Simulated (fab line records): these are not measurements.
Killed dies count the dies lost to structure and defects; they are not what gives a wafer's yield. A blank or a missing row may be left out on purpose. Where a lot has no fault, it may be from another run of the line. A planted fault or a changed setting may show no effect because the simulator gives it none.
Matching of chambers / flow n5-finfet / N5_BEOL_M1_PRE_CLEAN_60 on cvd-co-01: 3 sister chambers
The step time 15 s. 6 wafers are shown with their chamber, then 7 later ones without.

## WAFERS PAIRED WITH THEIR CHAMBERS
wafer=L458.1; chamber=1; heater-power-w (W)=93
wafer=L458.5; chamber=0; heater-power-w (W)=77
wafer=L460.3; chamber=1; heater-power-w (W)=93
wafer=L460.6; chamber=2; heater-power-w (W)=63
wafer=L457.3; chamber=2; heater-power-w (W)=62
wafer=L457.5; chamber=0; heater-power-w (W)=74

## WAFERS MISSING THEIR CHAMBER
wafer=L457.6; heater-power-w (W)=91
wafer=L466.1; heater-power-w (W)=61
wafer=L466.6; heater-power-w (W)=64
wafer=L467.4; heater-power-w (W)=95
wafer=L467.5; heater-power-w (W)=62
wafer=L468.1; heater-power-w (W)=63
wafer=L468.6; heater-power-w (W)=65

## WHICH CHAMBER EACH ONE RAN IN
wafer=L457.6; from the rows above=1; in truth=1
wafer=L466.1; from the rows above=2; in truth=2
wafer=L466.6; from the rows above=2; in truth=2
wafer=L467.4; from the rows above=1; in truth=1
wafer=L467.5; from the rows above=2; in truth=2
wafer=L468.1; from the rows above=2; in truth=2
wafer=L468.6; from the rows above=2; in truth=2
Correct placement for 7 of the 7. Can't be placed from these rows: 0. 0 placed wrongly.
How it was worked out, from the rows above alone: a wafer's distance from a chamber is the root of the sum, over the readings, of the square of ((its reading less the chamber's mean) divided by the reading's scatter). If the next closest chamber is less than 2 further off than the closest, the wafer can't be placed; otherwise it belongs to the closest. For every chamber, the mean is computed from those of its wafers that are shown. How the scatter is found: for the shown wafers, subtract from each reading the mean of its chamber, square and add these, divide the total by (wafers less chambers), then take the root.
